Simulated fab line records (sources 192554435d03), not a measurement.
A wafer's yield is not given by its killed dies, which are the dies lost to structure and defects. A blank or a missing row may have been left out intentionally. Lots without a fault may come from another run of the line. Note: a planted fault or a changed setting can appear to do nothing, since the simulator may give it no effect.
Matching of chambers :: flow n5Finfet :: N5_BEOL_M10_ALD_74 on aldMetal-03 has 4 sister chambers
The step deposits TaN, target thk 2 nm, pulse time 2 s, purge time 3 s. 4 wafers are shown with their chamber, then 10 later ones without.

WAFERS PAIRED WITH THEIR CHAMBERS
wafer: L084.1
chamber: 2
heaterPowerW (W): 451

wafer: L084.6
chamber: 0
heaterPowerW (W): 398

wafer: L085.1
chamber: 1
heaterPowerW (W): 449

wafer: L085.2
chamber: 3
heaterPowerW (W): 442

WAFERS MISSING THEIR CHAMBER
wafer: L085.3
heaterPowerW (W): 394

wafer: L085.4
heaterPowerW (W): 448

wafer: L085.5
heaterPowerW (W): 446

wafer: L085.6
heaterPowerW (W): 441

wafer: L087.2
heaterPowerW (W): 431

wafer: L087.4
heaterPowerW (W): 445

wafer: L087.6
heaterPowerW (W): 449

wafer: L094.1
heaterPowerW (W): 408

wafer: L094.3
heaterPowerW (W): 452

wafer: L094.6
heaterPowerW (W): 454

CHAMBER TAKEN BY EACH
wafer: L085.3
from the rows above: 0
in truth: 0

wafer: L085.4
from the rows above: can't be placed: 1 or 2 or 3
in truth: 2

wafer: L085.5
from the rows above: can't be placed: 1 or 3 or 2
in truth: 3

wafer: L085.6
from the rows above: can't be placed: 3 or 1 or 2
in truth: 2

wafer: L087.2
from the rows above: can't be placed: 3 or 1 or 2
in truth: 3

wafer: L087.4
from the rows above: can't be placed: 3 or 1 or 2
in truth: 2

wafer: L087.6
from the rows above: can't be placed: 1 or 2 or 3
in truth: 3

wafer: L094.1
from the rows above: 0
in truth: 0

wafer: L094.3
from the rows above: can't be placed: 2 or 1 or 3
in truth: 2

wafer: L094.6
from the rows above: can't be placed: 2 or 1 or 3
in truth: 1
2 of 10 placed correctly. Unplaceable from these rows: 8, with the true chamber sitting among the candidates in 8. Number placed wrongly: 0.
How it was worked out, from the rows above alone: a wafer's distance from a chamber is the root of the sum, over the readings, of the square of ((its reading less the chamber's mean) divided by the reading's scatter). The wafer belongs to the nearest chamber; if the next one is less than 2 further off, it can't be placed. A chamber's mean is the mean of its shown wafers. The scatter (one wafer shown for each chamber): square how far every hidden wafer sits from the nearest shown wafer, average those squares and take the square root.
